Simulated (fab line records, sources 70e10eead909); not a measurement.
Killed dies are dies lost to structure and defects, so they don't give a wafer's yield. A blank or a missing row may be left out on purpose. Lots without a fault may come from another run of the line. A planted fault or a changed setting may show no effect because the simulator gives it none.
Chamber matching | flow nand_harc | NHARC_A_CHANNEL_FILL_D2_ALD_25 on ald_hk-01: 4 sister chambers
The step deposits SiOx, target thk 60 nm, pulse time 10 s, ald cycles 600. 8 wafers are shown with their chamber, then 8 later ones without.

WAFERS WITH THEIR CHAMBER
wafer  | chamber | heater_power_w (W) | precursor_pulse_height_rel
L082.3 | 1       | 439                | 0.987
L086.1 | 3       | 489                | 1.009
L086.2 | 0       | 557                | 1.002
L086.5 | 3       | 471                | 1.020
L087.4 | 0       | 567                | 0.993
L087.5 | 1       | 450                | 1.009
L087.6 | 2       | 444                | 1.037
L090.1 | 2       | 445                | 0.975

WAFERS WITHOUT THEIR CHAMBER
wafer  | heater_power_w (W) | precursor_pulse_height_rel
L090.4 | 429                | 0.981
L090.5 | 443                | 0.983
L091.4 | 473                | 0.999
L091.2 | 438                | 1.029
L091.5 | 478                | 0.976
L097.3 | 465                | 1.006
L097.1 | 433                | 0.981
L097.6 | 543                | 1.011

WHICH CHAMBER EACH WENT THROUGH
wafer  | from the rows above          | in truth
L090.4 | can't be placed: 1 or 2      | 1
L090.5 | can't be placed: 1 or 2      | 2
L091.4 | 3                            | 3
L091.2 | can't be placed: 2 or 1      | 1
L091.5 | 3                            | 3
L097.3 | can't be placed: 3 or 2 or 1 | 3
L097.1 | can't be placed: 1 or 2      | 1
L097.6 | 0                            | 0
Placed correctly: 3 of 8. Can't be placed from these rows: 5 (the true chamber is among the candidates in 5). Placed wrongly: 0.
How it was worked out, from the rows above alone: a wafer's distance from a chamber is the root of the sum, over the readings, of the square of ((its reading less the chamber's mean) divided by the reading's scatter). The wafer belongs to the nearest chamber; if the next one is less than 2 further off, it can't be placed. A chamber's mean is the mean of its shown wafers. The scatter: the root of (the sum of the squares of (reading less its chamber's mean) over the shown wafers, divided by (wafers less chambers)).
